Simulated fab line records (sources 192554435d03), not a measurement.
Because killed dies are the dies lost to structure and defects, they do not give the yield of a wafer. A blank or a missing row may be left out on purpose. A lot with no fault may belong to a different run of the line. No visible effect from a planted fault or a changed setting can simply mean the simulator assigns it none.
Matching of chambers	flow n5_finfet	N5_HKMG_FIN_ALD_91 on ald_metal-02: 4 sister chambers
The step deposits TiN, target thk 1 nm, pulse time 1 s, purge time 3 s. 8 wafers are shown with their chamber, then 7 later ones without.

WAFERS PAIRED WITH THEIR CHAMBERS
wafer	chamber	heater_power_w (W)	chamber_pressure_Torr (Torr)
L077.4	1	911	2.991
L079.5	1	909	2.992
L080.2	2	1009	2.998
L082.1	0	1046	3.002
L082.5	2	984	2.997
L082.6	3	947	3.013
L083.1	3	941	2.997
L083.4	0	1021	2.990

WAFERS WITHOUT THEIR CHAMBER
wafer	heater_power_w (W)	chamber_pressure_Torr (Torr)
L083.6	1027	2.996
L084.2	1047	3.010
L084.3	956	2.997
L084.5	903	2.997
L089.3	987	3.003
L089.4	970	3.002
L089.6	934	3.001

CHAMBER TAKEN BY EACH
wafer	from the rows above	in truth
L083.6	can't be placed: 0 or 2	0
L084.2	0	0
L084.3	can't be placed: 3 or 2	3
L084.5	1	1
L089.3	2	2
L089.4	can't be placed: 3 or 2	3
L089.6	can't be placed: 3 or 1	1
Correct placement for 3 of the 7. Not placeable from these rows: 4 (in 4, the candidates include the true chamber). Number placed wrongly: 0.
How it was worked out, from the rows above alone: a wafer's distance from a chamber is the root of the sum, over the readings, of the square of ((its reading less the chamber's mean) divided by the reading's scatter). The wafer belongs to the nearest chamber; if the next one is less than 2 further off, it can't be placed. For every chamber, the mean is computed from those of its wafers that are shown. How the scatter is found: for the shown wafers, subtract from each reading the mean of its chamber, square and add these, divide the total by (wafers less chambers), then take the root.
